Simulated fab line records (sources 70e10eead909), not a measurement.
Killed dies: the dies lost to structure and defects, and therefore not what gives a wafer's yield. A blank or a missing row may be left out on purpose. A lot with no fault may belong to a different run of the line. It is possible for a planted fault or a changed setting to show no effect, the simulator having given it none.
Chamber matching    flow nand-harc    rie-diel-10 running NHARC_A_STAIRCASE_DESCUM_312: 4 sister chambers
The step chemistry O2, time 3 s. 4 wafers are shown with their chamber, then 11 later ones without.

## EACH WAFER AND ITS CHAMBER
wafer   chamber  drypump-motor-current-A (A)
L089.2  3        6.04
L089.5  0        5.58
L089.6  1        5.52
L087.1  2        5.33

## WAFERS MISSING THEIR CHAMBER
wafer   drypump-motor-current-A (A)
L087.3  5.51
L087.5  5.27
L091.1  5.54
L091.3  6.03
L091.6  5.53
L090.1  5.58
L090.3  6.03
L090.5  5.32
L093.1  5.51
L093.4  6.03
L093.6  5.29

## THE CHAMBER EACH PASSED THROUGH
wafer   from the rows above      in truth
L087.3  1                        1
L087.5  2                        2
L091.1  can't be placed: 1 or 0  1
L091.3  3                        3
L091.6  can't be placed: 1 or 0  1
L090.1  0                        0
L090.3  3                        3
L090.5  2                        2
L093.1  1                        1
L093.4  3                        3
L093.6  2                        2
Correct placement for 9 of the 11. Can't be placed from these rows: 2 (the true chamber is among the candidates in 2). 0 placed wrongly.
How it was worked out, from the rows above alone: a wafer's distance from a chamber is the root of the sum, over the readings, of the square of ((its reading less the chamber's mean) divided by the reading's scatter). The wafer belongs to the nearest chamber; if the next one is less than 2 further off, it can't be placed. Each chamber's mean is taken over the wafers shown for it. The scatter: root of mean squared gap, hidden wafer to nearest shown wafer, with one shown wafer a chamber.
